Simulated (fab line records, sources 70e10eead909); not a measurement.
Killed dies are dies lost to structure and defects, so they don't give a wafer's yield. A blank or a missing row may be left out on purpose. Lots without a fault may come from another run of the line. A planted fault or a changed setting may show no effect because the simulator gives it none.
Chamber matching | flow nand_harc | NHARC_A_M0_PRE_CLEAN_31 on pecvd-03: 3 sister chambers
The step time 12 s. 3 wafers are shown with their chamber, then 7 later ones without.

WAFERS WITH THEIR CHAMBER
wafer  | chamber | heater_power_w (W)
L676.4 | 0       | 564
L683.1 | 1       | 767
L683.4 | 2       | 665

WAFERS WITHOUT THEIR CHAMBER
wafer  | heater_power_w (W)
L683.6 | 643
L692.2 | 693
L692.3 | 657
L692.4 | 656
L695.1 | 616
L695.3 | 662
L695.5 | 627

WHICH CHAMBER EACH WENT THROUGH
wafer  | from the rows above     | in truth
L683.6 | 2                       | 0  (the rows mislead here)
L692.2 | can't be placed: 2 or 1 | 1
L692.3 | 2                       | 2
L692.4 | 2                       | 2
L695.1 | can't be placed: 2 or 0 | 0
L695.3 | 2                       | 2
L695.5 | can't be placed: 2 or 0 | 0
Placed correctly: 3 of 7. Can't be placed from these rows: 3 (the true chamber is among the candidates in 3). Placed wrongly: 1.
How it was worked out, from the rows above alone: a wafer's distance from a chamber is the root of the sum, over the readings, of the square of ((its reading less the chamber's mean) divided by the reading's scatter). The wafer belongs to the nearest chamber; if the next one is less than 2 further off, it can't be placed. A chamber's mean is the mean of its shown wafers. The scatter: with one shown wafer a chamber, the root of the mean of the squares of how far each hidden wafer lies from its nearest shown one.
